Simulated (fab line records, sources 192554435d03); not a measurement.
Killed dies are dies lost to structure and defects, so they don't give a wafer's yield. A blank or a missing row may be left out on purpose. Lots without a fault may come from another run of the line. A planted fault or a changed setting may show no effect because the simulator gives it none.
Chamber matching | flow n5_finfet | N5_DUMMY_GATE_ETCH_23 on rie_si-04: 4 sister chambers
The step etches poly-Si in HBr/Cl2/O2, target depth 41 nm, time 22.3 s. 14 wafers are shown with their chamber, then 7 later ones without.

WAFERS WITH THEIR CHAMBER
wafer  | chamber | throttle_valve_pct (%) | oes_product_au (a.u.)
L074.1 | 1       | 37.3                   | 1.026
L074.3 | 2       | 37.4                   | 0.976
L074.5 | 3       | 37.3                   | 1.000
L075.3 | 2       | 37.4                   | 0.973
L075.4 | 1       | 37.2                   | 1.018
L075.6 | 2       | 37.4                   | 0.969
L078.2 | 1       | 37.2                   | 1.009
L078.4 | 2       | 37.4                   | 0.964
L078.5 | 3       | 37.3                   | 1.002
L081.2 | 3       | 37.3                   | 1.016
L081.4 | 2       | 37.4                   | 0.981
L081.5 | 0       | 38.1                   | 1.003
L087.2 | 1       | 37.2                   | 1.015
L087.4 | 2       | 37.4                   | 0.960

SIGNATURES (means of the wafers above)
reading            | chamber 0 | chamber 1 | chamber 2 | chamber 3 | scatter within a chamber
throttle_valve_pct | 38.100    | 37.225    | 37.400    | 37.300    | 0.0274
oes_product_au     | 1.00300   | 1.01700   | 0.97050   | 1.00600   | 0.00777
Rule: a wafer's distance from a chamber is the root of the sum, over the readings, of the square of ((its reading less the chamber's mean) divided by the reading's scatter). The wafer belongs to the nearest chamber; if the next one is less than 2 further off, it can't be placed. The scatter: the root of (the sum of the squares of (reading less its chamber's mean) over the shown wafers, divided by (wafers less chambers)).

WAFERS WITHOUT THEIR CHAMBER
wafer  | throttle_valve_pct (%) | oes_product_au (a.u.)
L087.6 | 37.3                   | 1.004
L090.1 | 37.4                   | 0.961
L090.5 | 37.3                   | 0.996
L090.6 | 37.4                   | 0.974
L096.1 | 37.3                   | 1.015
L096.2 | 37.4                   | 0.969
L096.3 | 37.3                   | 1.017

WHICH CHAMBER EACH WENT THROUGH
wafer  | from the rows above     | in truth
L087.6 | 3                       | 3
L090.1 | 2                       | 2
L090.5 | 3                       | 3
L090.6 | 2                       | 2
L096.1 | can't be placed: 3 or 1 | 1
L096.2 | 2                       | 2
L096.3 | can't be placed: 3 or 1 | 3
Placed correctly: 5 of 7. Can't be placed from these rows: 2 (the true chamber is among the candidates in 2). Placed wrongly: 0.
